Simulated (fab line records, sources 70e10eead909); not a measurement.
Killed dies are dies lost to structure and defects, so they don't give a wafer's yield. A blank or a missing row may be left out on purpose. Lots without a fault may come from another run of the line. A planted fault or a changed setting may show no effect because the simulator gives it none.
fab line records | flow nand_harc
record lots=23 wafers=69 last_day=24
route steps=1159 shown A_CHANNEL_FILL_D1@501 A_STAIRCASE@548
lots that met no fault: from a run of the same line without faults
start_h: hours from the record's first day to the start of the lot's first wafer shown | wait_h: hours since the lot's step before | " the same as in the row above | L1.1+2: a row that stands for several wafers | - no value, or no start given | * or withheld: withheld | < > ~ a bound
route shown NAME@n: a module of which the file shows steps, and the number in the route of the first | usual: mean/standard deviation of fault-free wafers | same: alike in all rows | chamber/n: place in a boat | sites: the reading at each site | _std_site: their standard deviation | _edge_site: outer sites' mean less inner sites' | radius_mm: how far each site lies from the wafer's centre | mask NAME#n: copy n | behind: the tool/chamber that last shaped the wafer | hold: why the lot was held/for how many hours/how that ended | device: the transistor (n, p or np) that didn't switch | end of line: the same wafers' tests at the end of the route | a step without rows: its recipe alone | killed: dies lost to structure and defects at the first sort, not the wafer's yield | map: a wafer's dies, x killed, . not, _ none there
set.NAME: the setting as run; set.NAME@STEP: as run at that earlier step | model.NAME: the simulator's own value behind a step, which no gauge read
steps of the route over a sample of lots; a table a step, a row a wafer
services: from which hour (start_h, from the record's first day; less than 0 if before it) a tool's chamber was out of use, for how many hours, and why
## steps
# step NHARC_A_CHANNEL_FILL_D1_STRIP_28
# recipe time_s=20 o2_flow_sccm=500 ar_flow_sccm=0 bias_w=0 chemistry=O2
# usual drypump_motor_current_A=5.9/0.47 oes_product_au=0.996/0.0084 rf_vpp_V=57.7/0.93 showerhead_plenum_p_Torr=3.50/0.14 throttle_valve_pct=17.037/0.0093
# columns lot.wafer tool chamber start_h wait_h drypump_motor_current_A oes_product_au rf_hours_counter_h rf_vpp_V showerhead_plenum_p_Torr throttle_valve_pct
L074.2 rie_diel-13 1 206.76 0.1 6.0 0.996 3 59.8 3.57 17.024
L074.1 " 2 " " 5.9 0.999 3 57.8 3.35 17.036
L074.3 " 3 " " 6.7 0.999 3 57.9 3.59 17.049
L076.3 rie_diel-13 0 216.28 0.1 6.1 0.997 3 57.3 3.40 17.047
L076.2 " 2 " " 5.9 1.009 3 56.7 3.35 17.062
L076.1 " 3 " " 6.6 0.996 3 57.7 3.59 17.030
L075.2 rie_diel-06 0 216.29 0.1 5.6 0.984 5 59.3 3.79 17.030
L075.3 " 1 " " 5.4 0.997 5 58.3 3.39 17.031
L075.5 " 2 " " 5.7 1.003 - 57.7 3.30 17.028
L077.3 rie_diel-06 1 221.18 0.1 5.3 1.008 6 58.7 3.39 17.044
L077.2 " 2 " " 5.8 1.011 5 58.1 3.30 17.039
L077.5 " 1 " " 5.3 1.010 - 56.6 3.39 17.036
L080.4 rie_diel-06 0 235.86 0.1 5.6 0.988 6 59.0 3.78 17.042
L080.2 " 2 " " 5.7 1.007 6 56.4 3.30 17.034
L080.1 " 3 " " 6.6 0.994 6 58.6 3.51 17.053
L078.4 rie_diel-02 3 235.89 0.1 5.7 1.003 14 57.6 3.43 17.026
L078.2 " 0 " " 4.7 1.000 15 57.0 3.64 17.043
L078.5 " 2 " " 5.4 0.996 - 56.1 3.49 17.049
L081.3 rie_diel-06 0 241.14 0.1 5.6 0.993 6 58.1 3.78 17.028
L081.6 " 0 " " 5.6 0.993 - 58.3 3.78 17.032
L081.5 " 1 " " 5.4 1.003 - 57.5 3.39 17.049
L082.1 rie_diel-13 3 251.94 0.1 6.6 0.999 4 58.0 3.59 17.034
L082.4 " 2 " " 5.9 1.006 4 59.2 3.35 17.022
L082.5 " 3 " " 6.6 1.014 - 58.2 3.59 17.057
L083.1 rie_diel-13 2 259.26 0.1 5.9 1.010 4 56.8 3.35 17.044
L083.5 " 0 " " 6.1 0.990 - 58.7 3.40 17.035
L083.6 " 1 " " 6.0 1.004 - 57.3 3.57 17.039
L085.3 rie_diel-13 1 275.46 0.1 6.0 0.992 4 58.8 3.57 17.050
L085.2 " 3 " " 6.7 0.994 4 57.9 3.59 17.052
L085.5 " 2 " " 5.9 0.998 - 56.4 3.35 17.023
L084.6 rie_diel-06 0 275.48 0.0 5.6 0.994 - 57.9 3.78 17.035
L084.4 " 2 " " 5.7 1.003 - 57.8 3.30 17.024
L084.5 " 3 " " 6.6 1.000 - 58.4 3.51 17.044
L086.1 rie_diel-02 3 281.09 0.1 5.7 0.997 21 57.8 3.42 17.034
L086.2 " 0 " " 4.7 1.008 23 58.2 3.63 17.037
L086.3 " 2 " " 5.4 0.997 21 58.7 3.49 17.024
L087.3 rie_diel-06 0 281.12 0.1 5.6 0.991 1 59.1 3.78 17.035
L087.6 " 3 " " 6.6 0.986 - 61.0 3.51 17.026
L087.5 " 0 " " 5.6 0.999 - 58.5 3.78 17.044
L088.3 rie_diel-13 2 303.11 0.1 5.9 0.993 0 56.9 3.35 17.037
L088.5 " 3 " " 6.6 0.988 - 57.1 3.59 17.027
L088.6 " 0 " " 6.1 0.982 - 57.6 3.40 17.047
L089.2 rie_diel-06 0 303.12 0.1 5.6 1.005 2 58.2 3.78 17.036
L089.3 " 2 " " 5.7 1.008 2 57.4 3.30 17.044
L089.5 " 3 " " 6.6 0.989 - 58.7 3.51 17.034
L091.3 rie_diel-06 3 309.03 0.1 6.6 0.995 2 57.4 3.51 17.037
L091.1 " 0 " " 5.7 0.990 2 57.9 3.78 17.044
L091.4 " 1 " " 5.4 1.008 1 56.8 3.39 17.028
L093.1 rie_diel-13 2 309.50 0.5 5.9 0.997 0 58.7 3.35 17.031
L093.3 " 0 " " 6.1 0.991 0 58.3 3.40 17.047
L093.6 " 1 " " 6.0 0.992 - 58.4 3.57 17.040
L090.4 rie_diel-02 0 314.99 0.1 4.7 0.993 30 57.6 3.63 17.047
L090.1 " 1 " " 5.3 0.988 30 57.4 3.48 17.023
L090.5 " 0 " " 4.7 0.995 - 57.8 3.63 17.040
L092.1 rie_diel-06 3 314.99 0.1 6.6 0.989 2 58.4 3.51 17.028
L092.4 " 0 " " 5.6 0.992 2 59.7 3.78 17.044
L092.2 " 1 " " 5.4 1.018 1 56.5 3.39 17.046
L094.2 rie_diel-13 0 324.51 0.1 6.2 0.982 1 57.0 3.40 17.021
L094.3 " 2 " " 5.9 0.999 1 58.9 3.35 17.047
L094.4 " 3 " " 6.6 0.987 1 58.6 3.59 17.033
L095.3 rie_diel-13 2 342.15 0.1 5.9 0.997 1 58.6 3.35 17.027
L095.6 " 3 " " 6.7 0.972 - 56.9 3.59 17.053
L095.5 " 0 " " 6.1 0.981 - 55.1 3.40 17.041
L096.1 rie_diel-06 1 342.16 0.1 5.4 1.013 2 56.8 3.39 17.040
L096.6 " 0 " " 5.6 0.997 - 59.3 3.78 17.047
L096.5 " 1 " " 5.3 1.007 - 57.1 3.39 17.029
L097.1 rie_diel-13 2 348.85 0.1 6.0 0.994 2 56.0 3.35 17.023
L097.3 " 3 " " 6.6 0.985 2 58.2 3.59 17.041
L097.2 " 0 " " 6.1 0.991 2 57.2 3.40 17.050
# step NHARC_A_STAIRCASE_TRIM_12
# recipe time_s=211.2 o2_flow_sccm=500 ar_flow_sccm=0 bias_w=0 chemistry=O2
# usual drypump_motor_current_A=5.8/0.59 oes_product_au=1.003/0.012 rf_vpp_V=57.9/0.79 showerhead_plenum_p_Torr=3.54/0.1 throttle_valve_pct=17.036/0.01
# columns lot.wafer tool chamber start_h wait_h drypump_motor_current_A oes_product_au rf_hours_counter_h rf_vpp_V showerhead_plenum_p_Torr throttle_valve_pct
L074.2 rie_diel-11 3 235.47 0.1 5.4 0.992 11 57.3 3.42 17.048
L074.1 " 1 " " 6.3 1.007 11 59.4 3.63 17.022
L074.3 " 2 " " 5.6 1.000 12 57.9 3.34 17.034
L076.3 rie_diel-03 1 243.15 0.2 4.9 0.987 11 57.3 3.63 17.036
L076.2 " 3 " " 6.7 1.007 8 58.1 3.50 17.032
L076.1 " 0 " " 5.6 1.015 10 57.9 3.68 17.031
L075.2 rie_diel-07 2 243.17 0.1 6.2 0.996 2 58.6 3.46 17.038
L075.3 " 0 " " 5.3 1.012 3 57.8 3.62 17.047
L075.5 " 1 " " 6.7 1.014 - 57.5 3.52 17.044
L077.3 rie_diel-07 3 248.10 0.1 5.1 0.992 5 57.4 3.55 17.045
L077.2 " 1 " " 6.7 1.021 6 57.0 3.52 17.032
L077.5 " 0 " " 5.3 1.015 - 58.5 3.62 17.023
L080.4 rie_diel-11 2 262.55 0.1 5.6 1.007 23 57.6 3.34 17.033
L080.2 " 0 " " 6.1 0.988 23 58.2 3.47 17.033
L080.1 " 1 " " 6.4 1.011 23 57.5 3.62 17.013
L078.4 rie_diel-07 3 263.63 0.1 5.1 0.983 9 57.3 3.55 17.019
L078.2 " 2 " " 6.2 1.000 9 58.1 3.46 17.025
L078.5 " 0 " " 5.3 1.013 - 59.3 3.62 17.032
L081.3 rie_diel-03 3 268.06 0.1 6.7 1.016 16 57.9 3.49 17.051
L081.6 " 1 " " 4.9 0.993 - 57.2 3.63 17.041
L081.5 " 2 " " 5.6 0.997 - 59.0 3.71 17.045
L082.1 rie_diel-07 1 279.93 0.1 6.7 1.005 17 57.4 3.51 17.053
L082.4 " 2 " " 6.2 0.993 16 58.0 3.45 17.025
L082.5 " 1 " " 6.7 1.014 - 59.9 3.51 17.045
L083.1 rie_diel-11 1 286.41 0.1 6.4 1.007 33 59.2 3.62 17.047
L083.6 " 0 " " 6.1 0.988 - 56.9 3.47 17.028
L083.5 " 1 " " 6.4 1.004 - 57.8 3.62 17.047
L084.4 rie_diel-11 0 302.10 0.1 6.1 0.980 36 57.0 3.47 17.032
L084.5 " 1 " " 6.4 0.997 - 57.5 3.62 17.025
L084.6 " 2 " " 5.6 1.012 - 56.3 3.33 17.015
L085.2 rie_diel-03 3 302.38 0.1 6.8 1.021 27 57.5 3.49 17.031
L085.3 " 3 " " 6.8 1.004 - 56.4 3.49 17.025
L085.5 " 3 " " 6.8 1.014 - 55.8 3.49 17.045
L086.3 rie_diel-07 0 310.01 0.1 5.3 1.016 29 57.7 3.61 17.043
L086.1 " 2 " " 6.2 0.998 27 57.5 3.45 17.034
L086.2 " 3 " " 5.1 0.990 27 58.0 3.54 17.041
L087.3 rie_diel-11 2 311.15 0.4 5.7 1.011 39 57.3 3.33 17.023
L087.6 " 1 " " 6.4 0.998 - 58.7 3.61 17.052
L087.5 " 2 " " 5.6 0.997 - 59.0 3.33 17.050
L089.2 rie_diel-07 2 330.72 0.1 6.2 0.996 35 58.5 3.44 17.030
L089.3 " 3 " " 5.1 0.978 34 56.7 3.54 17.041
L089.5 " 2 " " 6.2 0.984 - 57.1 3.44 17.047
L088.3 rie_diel-03 1 331.12 0.1 4.9 0.999 38 57.7 3.62 17.034
L088.6 " 0 " " 5.6 1.013 - 57.7 3.66 17.042
L088.5 " 1 " " 4.9 1.006 - 58.8 3.62 17.014
L091.1 rie_diel-07 2 338.09 0.1 6.2 1.005 36 58.6 3.44 17.036
L091.3 " 3 " " 5.1 0.991 36 57.4 3.54 17.041
L091.4 " 0 " " 5.3 1.016 38 57.1 3.60 17.034
L093.1 rie_diel-03 3 338.51 0.1 6.8 1.013 47 58.0 3.48 17.048
L093.3 " 0 " " 5.6 1.010 40 58.2 3.66 17.023
L093.6 " 3 " " 6.8 1.019 - 56.6 3.48 17.028
L092.1 rie_diel-11 1 342.88 0.1 6.4 0.994 50 58.0 3.61 17.044
L092.4 " 2 " " 5.6 1.003 50 57.4 3.32 17.038
L092.2 " 3 " " 5.4 0.984 54 58.7 3.39 17.031
L090.1 rie_diel-07 1 343.05 0.1 6.7 1.014 40 59.5 3.50 17.040
L090.4 " 2 " " 6.2 1.011 38 57.2 3.44 17.034
L090.5 " 1 " " 6.7 1.013 - 58.1 3.50 17.041
L094.3 rie_diel-03 0 353.16 0.1 5.6 1.005 46 58.8 3.66 17.033
L094.2 " 2 " " 5.6 0.992 37 56.8 3.70 17.037
L094.4 " 3 " " 6.8 1.024 - 57.4 3.47 17.051
L096.1 rie_diel-03 2 369.85 0.1 5.6 0.995 41 59.0 3.70 17.041
L096.6 " 2 " " 5.6 0.998 - 57.8 3.70 17.056
L096.5 " 3 " " 6.7 1.014 - 58.3 3.47 17.039
L095.3 rie_diel-07 1 370.21 0.1 6.7 1.006 49 58.2 3.49 17.044
L095.6 " 0 " " 5.3 1.001 - 57.3 3.60 17.024
L095.5 " 1 " " 6.7 1.010 - 58.0 3.49 17.026
L097.2 rie_diel-07 3 377.19 0.2 5.1 0.981 49 58.0 3.53 17.045
L097.3 " 0 " " 5.4 1.023 50 57.8 3.59 17.035
L097.1 " 2 " " 6.2 1.012 50 58.2 3.44 17.034
# step NHARC_A_STAIRCASE_ETCH_25
# recipe target_depth_a=1000 time_s=40.5 ion_energy_ev=400 c4f8_flow_sccm=20 o2_flow_sccm=10 ar_flow_sccm=withheld rf_w=600 bias_w=1000 chemistry=C4F8/O2
# usual oes_product_au=0.940/0.016 rf_fwd_power_W=592/3.1 rf_vpp_V=895/3.7
# columns lot.wafer tool chamber start_h wait_h oes_product_au rf_fwd_power_W rf_hours_counter_h rf_vpp_V
L074.3 rie_diel-11 3 - - 0.931 595 13 891
L074.2 " 0 " " 0.929 592 12 892
L074.1 " 1 " " 0.944 594 13 899
L075.3 rie_diel-07 2 - - 0.932 593 4 894
L075.2 " 3 " " 0.916 587 3 897
L075.5 " 2 " " 0.927 596 - 894
L076.2 rie_diel-11 3 - - 0.920 595 16 891
L076.1 " 0 " " 0.922 594 16 894
L076.3 " 1 " " 0.927 588 17 900
L077.3 rie_diel-11 2 - - 0.942 596 19 889
L077.2 " 1 " " 0.940 592 19 899
L077.5 " 3 " " 0.941 592 - 891
L080.4 rie_diel-11 0 - - 0.924 592 24 894
L080.1 " 1 " " 0.958 591 24 899
L080.2 " 2 " " 0.951 594 25 887
L078.2 rie_diel-07 3 - - 0.916 590 10 897
L078.4 " 1 " " 0.924 592 10 896
L078.5 " 3 " " 0.918 591 - 897
L081.3 rie_diel-03 2 - - 0.941 588 19 901
L081.6 " 2 " " 0.932 589 - 902
L081.5 " 3 " " 0.956 592 - 894
L082.1 rie_diel-07 3 - - 0.936 587 17 896
L082.4 " 2 " " 0.945 594 18 893
L082.5 " 0 " " 0.959 590 - 899
L083.1 rie_diel-07 3 - - 0.952 586 19 897
L083.5 " 3 " " 0.954 586 - 897
L083.6 " 0 " " 0.962 592 - 899
L084.4 rie_diel-07 3 - - 0.925 589 24 897
L084.6 " 0 " " 0.961 590 - 899
L084.5 " 1 " " 0.965 592 - 894
L085.2 rie_diel-11 0 - - 0.939 591 37 893
L085.3 " 1 " " 0.948 593 36 898
L085.5 " 0 " " 0.936 591 - 893
L086.1 rie_diel-07 2 - - 0.938 595 30 893
L086.2 " 3 " " 0.933 586 29 895
L086.3 " 0 " " 0.937 587 31 899
L087.3 rie_diel-07 2 - - 0.955 594 30 893
L087.5 " 1 " " 0.952 591 - 894
L087.6 " 2 " " 0.941 599 - 893
L089.2 rie_diel-11 0 - - 0.927 593 51 892
L089.3 " 1 " " 0.942 589 47 900
L089.5 " 3 " " 0.937 590 - 892
L088.3 rie_diel-11 3 - - 0.917 597 50 891
L088.5 " 2 " " 0.948 594 - 888
L088.6 " 3 " " 0.915 598 - 892
L091.3 rie_diel-07 2 - - 0.956 598 37 893
L091.1 " 0 " " 0.955 588 39 899
L091.4 " 1 " " 0.967 592 39 894
L093.3 rie_diel-03 2 - - 0.955 588 32 902
L093.1 " 0 " " 0.965 590 41 900
L093.6 " 2 " " 0.941 586 - 903
L092.4 rie_diel-11 0 - - 0.944 589 55 893
L092.2 " 1 " " 0.947 588 51 899
L092.1 " 3 " " 0.929 591 55 891
L090.4 rie_diel-07 1 - - 0.961 594 41 896
L090.1 " 2 " " 0.935 597 39 893
L090.5 " 3 " " 0.932 587 - 896
L094.2 rie_diel-11 0 - - 0.915 592 61 894
L094.4 " 1 " " 0.929 592 57 899
L094.3 " 2 " " 0.946 596 56 888
L095.3 rie_diel-07 1 - - 0.975 587 49 894
L095.5 " 3 " " 0.935 588 - 896
L095.6 " 0 " " 0.969 592 - 900
L096.1 rie_diel-03 1 - - 0.931 589 50 898
L096.6 " 1 " " 0.936 592 - 899
L096.5 " 2 " " 0.929 588 - 902
L097.1 rie_diel-11 1 - - 0.914 589 1 899
L097.2 " 2 " " 0.930 594 1 888
L097.3 " 3 " " 0.920 593 1 892
# step NHARC_A_STAIRCASE_ETCH_203
# recipe target_depth_a=1000 time_s=40.5 ion_energy_ev=400 c4f8_flow_sccm=20 o2_flow_sccm=10 ar_flow_sccm=withheld rf_w=600 bias_w=1000 chemistry=C4F8/O2
# usual oes_product_au=0.943/0.014 rf_fwd_power_W=591/3.3 rf_vpp_V=896/3.9
# columns lot.wafer tool chamber start_h wait_h oes_product_au rf_fwd_power_W rf_hours_counter_h rf_vpp_V
L074.1 rie_diel-11 0 - - 0.932 597 16 894
L074.2 " 1 " " 0.939 593 17 899
L074.3 " 2 " " 0.966 596 17 889
L075.2 rie_diel-07 0 - - 0.937 589 7 900
L075.3 " 1 " " 0.945 589 6 895
L075.5 " 2 " " 0.928 593 - 894
L076.2 rie_diel-07 1 - - 0.965 593 7 897
L076.3 " 2 " " 0.953 595 6 893
L076.1 " 3 " " 0.934 589 7 897
L077.3 rie_diel-11 1 - - 0.935 591 21 900
L077.2 " 2 " " 0.938 598 21 889
L077.5 " 1 " " 0.930 589 - 900
L080.1 rie_diel-11 1 - - 0.939 591 26 899
L080.2 " 2 " " 0.947 598 26 888
L080.4 " 3 " " 0.944 597 26 894
L078.4 rie_diel-11 1 - - 0.947 590 28 898
L078.2 " 3 " " 0.924 596 27 890
L078.5 " 0 " " 0.922 593 - 893
L081.3 rie_diel-03 2 - - 0.940 587 22 903
L081.5 " 3 " " 0.946 589 - 895
L081.6 " 1 " " 0.942 586 - 901
L082.4 rie_diel-07 1 - - 0.946 591 22 894
L082.1 " 0 " " 0.952 588 21 900
L082.5 " 1 " " 0.955 590 - 896
L083.1 rie_diel-07 3 - - 0.927 586 20 897
L083.6 " 3 " " 0.922 587 - 897
L083.5 " 0 " " 0.970 594 - 897
L084.4 rie_diel-07 1 - - 0.955 589 29 894
L084.5 " 1 " " 0.960 589 - 895
L084.6 " 2 " " 0.947 594 - 894
L085.3 rie_diel-07 3 - - 0.919 588 30 896
L085.2 " 1 " " 0.955 592 32 895
L085.5 " 2 " " 0.940 600 - 893
L087.3 rie_diel-07 1 - - 0.953 591 33 894
L087.6 " 0 " " 0.956 590 - 899
L087.5 " 1 " " 0.964 591 - 896
L086.2 rie_diel-11 3 - - 0.940 596 45 892
L086.3 " 0 " " 0.935 592 46 893
L086.1 " 1 " " 0.954 590 43 899
L089.2 rie_diel-11 1 - - 0.928 592 48 898
L089.3 " 3 " " 0.945 593 52 891
L089.5 " 1 " " 0.937 592 - 900
L088.3 rie_diel-03 1 - - 0.940 590 41 898
L088.5 " 2 " " 0.932 586 - 903
L088.6 " 3 " " 0.964 593 - 895
L091.4 rie_diel-07 1 - - 0.944 587 41 895
L091.1 " 2 " " 0.933 594 39 893
L091.3 " 0 " " 0.963 587 40 899
L093.3 rie_diel-03 0 - - 0.956 587 42 899
L093.1 " 2 " " 0.941 588 34 903
L093.6 " 0 " " 0.964 589 - 900
L092.2 rie_diel-03 0 - - 0.964 591 44 902
L092.1 " 2 " " 0.933 587 36 902
L092.4 " 3 " " 0.943 591 50 894
L090.4 rie_diel-11 2 - - 0.945 595 53 888
L090.1 " 3 " " 0.905 595 57 890
L090.5 " 2 " " 0.941 594 - 888
L094.3 rie_diel-03 1 - - 0.930 592 47 898
L094.4 " 2 " " 0.944 590 39 902
L094.2 " 3 " " 0.959 596 54 895
L095.3 rie_diel-03 0 - - 0.957 588 56 899
L095.5 " 1 " " 0.928 585 - 899
L095.6 " 2 " " 0.924 586 - 902
L096.1 rie_diel-11 2 - - 0.946 594 2 886
L096.5 " 2 " " 0.941 594 - 888
L096.6 " 3 " " 0.940 592 - 892
L097.3 rie_diel-07 0 - - 0.957 590 53 898
L097.1 " 1 " " 0.946 591 54 897
L097.2 " 3 " " 0.923 589 52 896
# step NHARC_A_STAIRCASE_STRIP_205
# recipe power_w=1500 temp_c=250 chemistry=O2
# usual drypump_motor_current_A=5.80/0.25 heater_power_w=331/37
# columns lot.wafer tool chamber start_h wait_h drypump_motor_current_A heater_power_w rf_hours_counter_h
L074.2 plasma_asher-02 0 244.54 0.1 5.95 345 21
L074.1 " 1 " " 5.61 326 21
L074.3 " 1 " " 5.60 340 -
L075.2 plasma_asher-01 1 249.67 0.1 6.20 251 48
L075.3 " 1 " " 6.22 255 -
L075.5 " 1 " " 6.18 256 -
L076.2 plasma_asher-01 0 249.93 0.1 5.52 380 48
L076.1 " 1 " " 6.18 262 48
L076.3 " 0 " " 5.51 377 -
L077.2 plasma_asher-01 0 254.84 0.1 5.50 381 49
L077.3 " 1 " " 6.19 259 -
L077.5 " 0 " " 5.50 376 -
L080.1 plasma_asher-02 1 269.84 0.1 5.64 325 28
L080.2 " 0 " " 5.98 341 28
L080.4 " 0 " " 5.94 338 -
L078.2 plasma_asher-02 0 272.61 0.1 5.96 337 28
L078.4 " 0 " " 5.96 339 -
L078.5 " 0 " " 5.92 349 -
L081.3 plasma_asher-02 1 275.47 0.2 5.55 338 -
L081.5 " 1 " " 5.55 343 -
L081.6 " 0 " " 5.96 354 -
L082.1 plasma_asher-02 0 287.93 0.1 5.95 348 37
L082.4 " 0 " " 5.95 349 -
L082.5 " 0 " " 5.94 343 -
L083.1 plasma_asher-02 1 292.57 0.1 5.59 334 38
L083.6 " 0 " " 5.93 340 -
L083.5 " 1 " " 5.55 339 -
L084.4 plasma_asher-01 0 310.04 0.2 5.49 373 -
L084.5 " 1 " " 6.19 272 -
L084.6 " 0 " " 5.51 371 -
L085.2 plasma_asher-01 0 315.41 0.1 5.51 379 8
L085.3 " 0 " " 5.50 376 -
L085.5 " 0 " " 5.50 369 -
L087.3 plasma_asher-01 1 318.59 0.2 6.16 272 -
L087.5 " 1 " " 6.18 271 -
L087.6 " 0 " " 5.54 386 -
L086.1 plasma_asher-01 1 318.78 0.2 6.16 268 10
L086.2 " 0 " " 5.51 383 10
L086.3 " 1 " " 6.17 270 -
L089.2 plasma_asher-02 0 337.61 0.1 5.95 345 52
L089.3 " 1 " " 5.61 341 -
L089.5 " 1 " " 5.55 323 -
L088.3 plasma_asher-02 1 338.08 0.2 5.64 341 -
L088.6 " 0 " " 5.96 348 -
L088.5 " 1 " " 5.60 329 -
L091.1 plasma_asher-01 1 344.06 0.1 6.17 270 17
L091.3 " 1 " " 6.18 270 -
L091.4 " 0 " " 5.54 368 -
L093.1 plasma_asher-02 0 344.30 0.1 5.96 344 55
L093.3 " 1 " " 5.64 331 -
L093.6 " 0 " " 5.94 345 -
L092.2 plasma_asher-02 0 349.02 0.1 5.97 349 57
L092.1 " 1 " " 5.60 339 57
L092.4 " 1 " " 5.55 322 -
L090.1 plasma_asher-02 0 349.30 0.2 5.98 347 57
L090.4 " 1 " " 5.59 332 -
L090.5 " 1 " " 5.58 340 -
L094.2 plasma_asher-02 0 359.28 0.1 5.98 347 59
L094.4 " 1 " " 5.60 317 -
L094.3 " 0 " " 5.96 350 -
L095.3 plasma_asher-02 1 380.68 0.2 5.58 320 -
L095.6 " 1 " " 5.63 325 -
L095.5 " 0 " " 5.93 333 -
L096.1 plasma_asher-02 1 380.87 0.3 5.59 318 4
L096.5 " 1 " " 5.59 325 -
L096.6 " 0 " " 5.94 342 -
L097.1 plasma_asher-02 0 383.79 0.1 5.95 338 5
L097.2 " 1 " " 5.62 326 5
L097.3 " 0 " " 5.95 344 -
# step NHARC_A_STAIRCASE_TRIM_226
# recipe time_s=211.2 o2_flow_sccm=500 ar_flow_sccm=0 bias_w=0 chemistry=O2
# usual drypump_motor_current_A=5.8/0.62 oes_product_au=1.001/0.013 rf_vpp_V=57.9/0.89 showerhead_plenum_p_Torr=3.54/0.097 throttle_valve_pct=17.036/0.0088
# columns lot.wafer tool chamber start_h wait_h drypump_motor_current_A oes_product_au rf_hours_counter_h rf_vpp_V showerhead_plenum_p_Torr throttle_valve_pct
L074.3 rie_diel-07 2 - - 6.2 0.992 4 57.0 3.46 17.024
L074.1 " 0 " " 5.3 1.011 5 58.6 3.62 17.035
L074.2 " 1 " " 6.7 1.014 5 56.6 3.52 17.052
L075.3 rie_diel-07 3 - - 5.1 0.991 7 57.5 3.55 17.034
L075.2 " 1 " " 6.6 1.010 7 57.3 3.51 17.041
L075.5 " 0 " " 5.4 1.010 - 59.0 3.62 17.026
L076.3 rie_diel-11 0 - - 6.1 0.985 19 58.2 3.48 17.031
L076.1 " 1 " " 6.4 1.002 20 58.5 3.63 17.036
L076.2 " 2 " " 5.6 0.997 20 57.7 3.34 17.049
L077.2 rie_diel-03 3 - - 6.8 1.011 12 58.2 3.50 17.030
L077.3 " 1 " " 4.9 0.994 15 58.4 3.63 17.044
L077.5 " 3 " " 6.7 1.012 - 57.3 3.50 17.045
L080.1 rie_diel-07 2 - - 6.1 1.007 14 58.5 3.46 17.030
L080.4 " 3 " " 5.1 0.991 13 58.8 3.55 17.050
L080.2 " 1 " " 6.7 1.028 15 58.3 3.51 17.039
L078.2 rie_diel-07 0 - - 5.3 1.015 14 58.0 3.61 17.026
L078.4 " 3 " " 5.1 0.987 14 57.3 3.55 17.034
L078.5 " 0 " " 5.3 1.016 - 59.3 3.61 17.045
L081.3 rie_diel-07 2 - - 6.2 1.003 16 57.3 3.45 17.036
L081.5 " 0 " " 5.3 1.015 - 57.6 3.61 17.033
L081.6 " 1 " " 6.6 1.009 - 57.3 3.51 17.019
L082.1 rie_diel-03 3 - - 6.8 1.009 24 58.4 3.49 17.022
L082.5 " 1 " " 4.9 1.002 - 56.6 3.62 17.038
L082.4 " 3 " " 6.8 1.005 - 58.5 3.49 17.029
L083.1 rie_diel-07 1 - - 6.7 1.010 24 58.1 3.51 17.040
L083.5 " 0 " " 5.3 1.006 - 57.2 3.61 17.049
L083.6 " 1 " " 6.7 1.002 - 57.7 3.51 17.016
L084.4 rie_diel-11 1 - - 6.4 0.984 41 58.6 3.61 17.041
L084.5 " 0 " " 6.1 0.980 - 58.0 3.46 17.027
L084.6 " 1 " " 6.4 1.011 - 59.3 3.61 17.058
L085.2 rie_diel-03 0 - - 5.6 1.019 29 58.2 3.67 17.036
L085.3 " 1 " " 4.9 0.995 32 57.5 3.62 17.021
L085.5 " 0 " " 5.6 1.021 - 58.8 3.67 17.024
L087.3 rie_diel-03 1 - - 4.9 0.988 33 57.8 3.62 17.040
L087.6 " 3 " " 6.8 1.016 - 57.6 3.48 17.040
L087.5 " 1 " " 4.9 0.987 - 56.7 3.62 17.035
L086.3 rie_diel-07 3 - - 5.1 0.968 31 58.0 3.54 17.034
L086.1 " 1 " " 6.7 1.012 33 56.7 3.50 17.052
L086.2 " 2 " " 6.2 0.992 32 56.9 3.45 17.033
L089.2 rie_diel-11 1 - - 6.4 0.998 49 58.8 3.61 17.045
L089.3 " 2 " " 5.6 1.010 49 57.0 3.32 17.032
L089.5 " 3 " " 5.4 0.987 - 56.6 3.39 17.032
L088.3 rie_diel-11 3 - - 5.4 0.980 54 56.4 3.39 17.037
L088.5 " 1 " " 6.4 0.980 - 57.8 3.61 17.043
L088.6 " 2 " " 5.6 1.019 - 57.7 3.33 17.032
L091.1 rie_diel-03 3 - - 6.8 1.006 49 57.8 3.48 17.024
L091.4 " 0 " " 5.6 1.011 43 56.2 3.66 17.010
L091.3 " 1 " " 4.9 0.994 44 59.8 3.62 17.045
L093.1 rie_diel-07 0 - - 5.3 1.014 41 58.2 3.60 17.020
L093.3 " 2 " " 6.2 1.002 40 57.7 3.44 17.025
L093.6 " 3 " " 5.1 0.972 - 58.6 3.53 17.037
L092.1 rie_diel-03 0 - - 5.6 1.004 45 60.8 3.66 17.034
L092.2 " 3 " " 6.8 1.016 52 57.9 3.47 17.029
L092.4 " 0 " " 5.6 1.004 - 59.5 3.66 17.025
L090.4 rie_diel-07 1 - - 6.7 0.998 44 57.2 3.49 17.046
L090.1 " 2 " " 6.2 1.008 42 56.7 3.44 17.035
L090.5 " 1 " " 6.6 1.009 - 57.2 3.49 17.042
L094.3 rie_diel-11 2 - - 5.6 1.006 57 57.0 3.32 17.051
L094.4 " 3 " " 5.4 0.979 61 56.0 3.39 17.033
L094.2 " 0 " " 6.1 0.974 62 57.5 3.45 17.024
L095.3 rie_diel-03 2 - - 5.6 0.992 51 58.8 3.69 17.038
L095.6 " 0 " " 5.6 1.014 - 59.4 3.65 17.036
L095.5 " 1 " " 4.9 0.999 - 59.4 3.61 17.035
L096.1 rie_diel-07 2 - - 6.2 1.011 53 57.8 3.43 17.033
L096.5 " 2 " " 6.2 1.012 - 59.2 3.43 17.038
L096.6 " 3 " " 5.1 0.991 - 58.5 3.53 17.044
L097.3 rie_diel-03 0 - - 5.6 1.009 59 59.0 3.65 17.046
L097.1 " 2 " " 5.7 0.987 52 58.6 3.69 17.022
L097.2 " 3 " " 6.8 1.014 67 56.7 3.47 17.031
## services
# columns tool chamber start_h hours kind
rie_diel-13 2 182.80 5.6 repair
plasma_asher-02 - 183.00 9.0 pm
rie_diel-11 - 189.50 9.0 pm
rie_diel-06 3 201.27 4.0 repair
rie_diel-03 - 215.46 9.0 pm
rie_diel-07 2 220.26 4.4 repair
rie_diel-07 - 228.35 9.0 pm
rie_diel-06 3 238.34 8.3 repair
rie_diel-06 - 241.20 9.0 pm
plasma_asher-02 - 256.75 4.2 repair
rie_diel-06 - 258.68 5.1 repair
rie_diel-03 0 269.25 10.1 repair
rie_diel-06 1 274.79 1.9 repair
rie_diel-13 - 276.00 9.0 pm
rie_diel-03 - 281.47 2.5 repair
rie_diel-03 2 288.86 36.9 repair
rie_diel-03 1 298.74 9.8 repair
rie_diel-03 0 305.88 5.3 repair
rie_diel-11 - 346.13 0.5 repair
rie_diel-03 1 350.16 4.0 repair
rie_diel-11 - 355.38 0.4 repair
plasma_asher-02 - 360.00 9.0 pm
rie_diel-11 1 361.75 2.5 repair
rie_diel-11 - 366.50 9.0 pm
## key
fault none
